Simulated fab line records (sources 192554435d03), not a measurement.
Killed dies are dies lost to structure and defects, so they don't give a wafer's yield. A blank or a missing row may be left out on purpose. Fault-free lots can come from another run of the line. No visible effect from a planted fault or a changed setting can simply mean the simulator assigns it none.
What tool caused it? -- flow n5_finfet -- 24 lots, 72 wafers sampled, at 3 steps of a route of 1938

WHAT THE GAUGES SHOWED, per wafer
N5_BEOL_M10_THK_MEAS_53: measures by xrf.
lot,measured,on,M10_THK (nm)
L074,day 10 06:43,film_metro-02,135.6 135.6 138.8
L075,day 10 22:08,film_metro-02,145.0 139.3 141.0
L076,day 11 04:40,film_metro-02,140.0 138.7 143.7
L078,day 11 06:29,film_metro-01,142.3 138.4 142.4
L077,day 11 06:35,film_metro-01,137.6 135.3 135.0
L081,day 12 07:06,film_metro-01,136.6 137.5 138.7
L080,day 12 10:44,film_metro-01,132.8 134.9 135.8
L082,day 12 19:08,film_metro-02,141.4 140.8 141.9
L083,day 13 06:17,film_metro-01,133.3 136.9 136.8
L084,day 13 12:53,film_metro-02,140.2 139.5 141.0
L079,day 13 19:56,film_metro-01,135.7 129.6 135.8
L085,day 13 23:55,film_metro-01,140.3 138.7 136.5
L087,day 14 00:44,film_metro-01,139.7 138.1 142.7
L086,day 14 02:13,film_metro-02,135.9 137.0 139.7
L089,day 14 22:49,film_metro-02,137.3 143.5 143.8
L088,day 15 01:06,film_metro-01,140.5 134.2 138.0
L090,day 15 09:11,film_metro-02,139.1 139.2 138.1
L093,day 15 09:44,film_metro-01,137.1 135.1 142.0
L091,day 15 10:11,film_metro-01,135.9 137.2 137.5
L096,day 16 16:09,film_metro-02,136.4 137.6 138.1
L092,day 16 19:07,film_metro-01,135.6 135.1 136.3
L094,day 16 23:55,film_metro-01,136.4 134.5 136.8
L095,day 17 00:32,film_metro-01,137.3 138.6 136.1
L097,day 17 02:44,film_metro-01,137.1 138.0 135.8

N5_BEOL_M11_CD_MEAS_28: target cd 70 nm.
lot,measured,on,cd_nm (nm)
L074,day 10 10:34,cd_sem-01,70.5 68.9 71.0
L075,day 11 03:02,cd_sem-01,69.8 68.7 70.7
L076,day 11 08:50,cd_sem-01,68.6 70.3 69.8
L078,day 11 13:20,cd_sem-01,69.8 70.0 68.8
L077,day 11 10:59,cd_sem-01,69.9 70.5 70.2
L081,day 12 16:37,cd_sem-02,70.3 71.4 70.3
L080,day 12 20:20,cd_sem-02,71.8 70.8 70.0
L082,day 13 01:54,cd_sem-02,69.6 67.9 69.5
L083,day 13 10:08,cd_sem-03,69.1 69.3 69.5
L084,day 13 15:34,cd_sem-01,69.8 70.6 70.5
L079,day 14 01:03,cd_sem-01,71.5 71.8 70.4
L085,day 14 04:02,cd_sem-03,69.9 70.0 69.3
L087,day 14 04:11,cd_sem-02,68.9 71.2 69.7
L086,day 14 10:49,cd_sem-03,69.5 69.7 69.0
L089,day 15 06:31,cd_sem-02,69.1 70.8 71.0
L088,day 15 06:20,cd_sem-01,69.5 70.8 69.2
L090,day 15 13:05,cd_sem-03,72.3 69.8 70.2
L093,day 15 13:32,cd_sem-02,70.9 71.1 68.6
L091,day 15 16:55,cd_sem-01,69.2 69.9 69.3
L096,day 16 21:47,cd_sem-03,70.5 70.3 70.8
L092,day 17 01:17,cd_sem-01,69.7 70.7 69.0
L094,day 17 03:23,cd_sem-02,70.7 70.6 69.1
L095,day 17 03:32,cd_sem-03,69.7 69.0 70.1
L097,day 17 06:32,cd_sem-03,69.2 69.0 70.3

EACH LOT AND THE TOOL THAT RAN IT (in order: tool; ch and the chambers of the sampled wafers; start)
lot,N5_BEOL_M11_CURE_71
L074,"uv_cure-03 ch 0, day 10 07:10"
L075,"uv_cure-03 ch 2, day 10 22:25"
L076,"uv_cure-03 ch 0, day 11 05:08"
L078,"uv_cure-01 ch 1, day 11 07:07"
L077,"uv_cure-03 ch 0, day 11 06:52"
L081,"uv_cure-01 ch 1, day 12 07:23"
L080,"uv_cure-03 ch 1, day 12 11:01"
L082,"uv_cure-02 ch 2, day 12 19:39"
L083,"uv_cure-02 ch 0, day 13 06:43"
L084,"uv_cure-03 ch 2, day 13 13:10"
L079,"uv_cure-03 ch 1, day 13 20:17"
L085,"uv_cure-02 ch 1, day 14 00:16"
L087,"uv_cure-03 ch 2, day 14 01:00"
L086,"uv_cure-03 ch 0, day 14 02:29"
L089,"uv_cure-02 ch 0, day 14 23:15"
L088,"uv_cure-03 ch 1, day 15 01:23"
L090,"uv_cure-03 ch 2, day 15 09:35"
L093,"uv_cure-02 ch 1, day 15 10:06"
L091,"uv_cure-01 ch 1, day 15 10:33"
L096,"uv_cure-03 ch 0, day 16 16:43"
L092,"uv_cure-02 ch 1, day 16 19:25"
L094,"uv_cure-01 ch 2, day 17 00:33"
L095,"uv_cure-03 ch 0, day 17 01:07"
L097,"uv_cure-02 ch 0, day 17 03:09"
- N5_BEOL_M11_CURE_71: cures SiCOH lowk, time 240 s.

WHAT THE TOOLS THEMSELVES READ (means of the sampled wafers that have a number; where no wafer has one, the mark that the record gives instead)
N5_BEOL_M11_CURE_71.
lot,tool,lamp_power_pct (%),wafer_temp_C_max
L074,uv_cure-03,52.34,387.0
L075,uv_cure-03,52.31,387.3
L076,uv_cure-03,52.31,387.2
L078,uv_cure-01,52.30,386.7
L077,uv_cure-03,52.33,388.0
L081,uv_cure-01,52.31,387.1
L080,uv_cure-03,52.32,386.9
L082,uv_cure-02,52.30,386.9
L083,uv_cure-02,52.28,388.5
L084,uv_cure-03,52.29,387.9
L079,uv_cure-03,52.24,386.8
L085,uv_cure-02,52.35,386.0
L087,uv_cure-03,52.36,387.6
L086,uv_cure-03,52.34,387.6
L089,uv_cure-02,52.34,388.5
L088,uv_cure-03,52.34,387.3
L090,uv_cure-03,52.27,387.2
L093,uv_cure-02,52.25,386.0
L091,uv_cure-01,52.34,387.5
L096,uv_cure-03,52.28,387.5
L092,uv_cure-02,52.33,386.4
L094,uv_cure-01,52.32,387.1
L095,uv_cure-03,52.33,387.5
L097,uv_cure-02,52.30,388.7

THE ANSWER, worked out from the rows above alone
Rule: usual is defined by the lots themselves. The widest of any qualifying gaps counts: lots, ordered by their means at a reading, are off when they make up no more than a third of the lots, leave a main group of 4 or more, and stand apart from it by 3 or more times the standard deviation of that group's means. Not used: any main group whose means are identical at the precision the tables above print for the reading. Also off: a lot with no number at a reading for which 4 or more lots have one. All remaining lots with rows at the step are treated as sound. The gauges are gone through in route order, then the tools' own readings, and for those a lot's mean is taken as printed above. At the first step where some lot is off, the reading lying furthest off is the one used; lots without a number count as furthest.
Nothing can be told from this: no lot is off at any reading shown.

WHAT HAD BEEN PUT IN BY THE SIMULATOR
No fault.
